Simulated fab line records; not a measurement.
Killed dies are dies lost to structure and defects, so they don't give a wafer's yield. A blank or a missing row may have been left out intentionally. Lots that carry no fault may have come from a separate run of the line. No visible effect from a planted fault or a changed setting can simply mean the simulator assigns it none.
Matching of chambers + flow n5 finfet + 3 sister chambers for N5_BEOL_M1_ILD_DEP_00 on pecvd-02
The step deposits SiOC from DEMS/O2, target thk 79 nm, time 15.3 s. 3 wafers are shown with their chamber, then 9 later ones without.

WAFERS PAIRED WITH THEIR CHAMBERS
| wafer  | chamber | throttle valve pct (%) |
|--------|---------|------------------------|
| L091.4 | 1       | 12.4                   |
| L091.5 | 2       | 11.2                   |
| L091.6 | 0       | 11.9                   |

WAFERS WHOSE CHAMBER IS MISSING
| wafer  | throttle valve pct (%) |
|--------|------------------------|
| L092.1 | 12.2                   |
| L092.2 | 11.9                   |
| L092.3 | 11.4                   |
| L092.4 | 12.1                   |
| L092.5 | 11.9                   |
| L092.6 | 11.3                   |
| L093.1 | 12.2                   |
| L093.3 | 11.1                   |
| L093.4 | 11.9                   |

CHAMBER TAKEN BY EACH
| wafer  | from the rows above     | in truth |
|--------|-------------------------|----------|
| L092.1 | can't be placed: 1 or 0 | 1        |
| L092.2 | 0                       | 0        |
| L092.3 | 2                       | 2        |
| L092.4 | can't be placed: 0 or 1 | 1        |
| L092.5 | 0                       | 0        |
| L092.6 | 2                       | 2        |
| L093.1 | can't be placed: 1 or 0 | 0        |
| L093.3 | 2                       | 2        |
| L093.4 | 0                       | 0        |
Correctly placed: 6 of 9. Cannot be placed on the basis of these rows: 3; the candidates contain the true chamber in 3. Number placed wrongly: 0.
How it was worked out, from the rows above alone: a wafer's distance from a chamber is the root of the sum, over the readings, of the square of ((its reading less the chamber's mean) divided by the reading's scatter). The wafer belongs to the nearest chamber; if the next one is less than 2 further off, it can't be placed. For every chamber, the mean is computed from those of its wafers that are shown. The scatter: root of mean squared gap, hidden wafer to nearest shown wafer, with one shown wafer a chamber.
